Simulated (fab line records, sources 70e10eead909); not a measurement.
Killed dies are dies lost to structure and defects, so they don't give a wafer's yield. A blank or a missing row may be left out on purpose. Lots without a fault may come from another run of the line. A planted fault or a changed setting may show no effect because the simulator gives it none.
Chamber matching | flow nand_harc | NHARC_P_GATE_ALD_36 on ald_sin-03: 3 sister chambers
The step deposits SiNx, target thk 20 nm, pulse time 60 s, ald cycles 223. 3 wafers are shown with their chamber, then 5 later ones without.

WAFERS WITH THEIR CHAMBER
wafer  | chamber | heater_power_w (W)
L086.6 | 3       | 745
L089.3 | 2       | 912
L089.4 | 0       | 716

WAFERS WITHOUT THEIR CHAMBER
wafer  | heater_power_w (W)
L089.5 | 893
L093.2 | 745
L093.5 | 745
L097.4 | 914
L097.2 | 719

WHICH CHAMBER EACH WENT THROUGH
wafer  | from the rows above | in truth
L089.5 | 2                   | 2
L093.2 | 3                   | 3
L093.5 | 3                   | 3
L097.4 | 2                   | 2
L097.2 | 0                   | 0
Placed correctly: 5 of 5. Can't be placed from these rows: 0. Placed wrongly: 0.
How it was worked out, from the rows above alone: a wafer's distance from a chamber is the root of the sum, over the readings, of the square of ((its reading less the chamber's mean) divided by the reading's scatter). The wafer belongs to the nearest chamber; if the next one is less than 2 further off, it can't be placed. A chamber's mean is the mean of its shown wafers. The scatter: with one shown wafer a chamber, the root of the mean of the squares of how far each hidden wafer lies from its nearest shown one.
